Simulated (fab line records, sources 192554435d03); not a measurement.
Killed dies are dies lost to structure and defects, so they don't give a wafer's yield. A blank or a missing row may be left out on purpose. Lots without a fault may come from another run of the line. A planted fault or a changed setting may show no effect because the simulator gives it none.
Chamber matching | flow n5_finfet | N5_BEOL_M14_TRENCH_ETCH_34 on rie_diel-03: 4 sister chambers
The step etches SiO2 in C4F8/O2/Ar, target depth 556.65 nm, time 126.9 s. 20 wafers are shown with their chamber, then 10 later ones without.

WAFERS WITH THEIR CHAMBER
wafer  | chamber | rf_vpp_V (V) | throttle_valve_pct (%) | oes_product_au (a.u.)
L077.1 | 3       | 2144         | 30.62                  | 0.80
L077.4 | 1       | 2227         | 31.08                  | 0.83
L077.6 | 2       | 2311         | 30.67                  | 0.70
L079.3 | 1       | 2227         | 31.09                  | 0.83
L079.5 | 3       | 2145         | 30.66                  | 0.80
L079.6 | 2       | 2310         | 30.67                  | 0.71
L078.2 | 1       | 2228         | 31.06                  | 0.83
L078.4 | 3       | 2145         | 30.63                  | 0.80
L078.5 | 3       | 2144         | 30.62                  | 0.80
L082.1 | 3       | 2145         | 30.62                  | 0.79
L082.3 | 0       | 2176         | 31.04                  | 0.72
L082.4 | 1       | 2227         | 31.08                  | 0.82
L084.3 | 3       | 2145         | 30.63                  | 0.78
L084.5 | 1       | 2227         | 31.08                  | 0.81
L084.6 | 0       | 2176         | 31.03                  | 0.72
L090.1 | 3       | 2145         | 30.63                  | 0.78
L090.3 | 2       | 2311         | 30.70                  | 0.68
L090.4 | 0       | 2175         | 31.06                  | 0.71
L089.2 | 1       | 2227         | 31.10                  | 0.79
L089.3 | 2       | 2310         | 30.69                  | 0.68

SIGNATURES (means of the wafers above)
reading            | chamber 0 | chamber 1 | chamber 2 | chamber 3 | scatter within a chamber
rf_vpp_V           | 2175.67   | 2227.17   | 2310.50   | 2144.71   | 0.496
throttle_valve_pct | 31.0433   | 31.0817   | 30.6825   | 30.6300   | 0.0142
oes_product_au     | 0.7167    | 0.8183    | 0.6925    | 0.7929    | 0.0127
Rule: a wafer's distance from a chamber is the root of the sum, over the readings, of the square of ((its reading less the chamber's mean) divided by the reading's scatter). The wafer belongs to the nearest chamber; if the next one is less than 2 further off, it can't be placed. The scatter: the root of (the sum of the squares of (reading less its chamber's mean) over the shown wafers, divided by (wafers less chambers)).

WAFERS WITHOUT THEIR CHAMBER
wafer  | rf_vpp_V (V) | throttle_valve_pct (%) | oes_product_au (a.u.)
L089.4 | 2309         | 30.69                  | 0.68
L088.2 | 2174         | 31.05                  | 0.71
L088.3 | 2309         | 30.68                  | 0.67
L088.6 | 2175         | 31.06                  | 0.71
L094.2 | 2175         | 31.08                  | 0.71
L094.4 | 2225         | 31.10                  | 0.78
L094.6 | 2174         | 31.04                  | 0.70
L093.1 | 2173         | 31.07                  | 0.71
L093.2 | 2145         | 30.66                  | 0.76
L093.3 | 2225         | 31.11                  | 0.78

WHICH CHAMBER EACH WENT THROUGH
wafer  | from the rows above | in truth
L089.4 | 2                   | 2
L088.2 | 0                   | 0
L088.3 | 2                   | 2
L088.6 | 0                   | 0
L094.2 | 0                   | 0
L094.4 | 1                   | 1
L094.6 | 0                   | 0
L093.1 | 0                   | 0
L093.2 | 3                   | 3
L093.3 | 1                   | 1
Placed correctly: 10 of 10. Can't be placed from these rows: 0. Placed wrongly: 0.
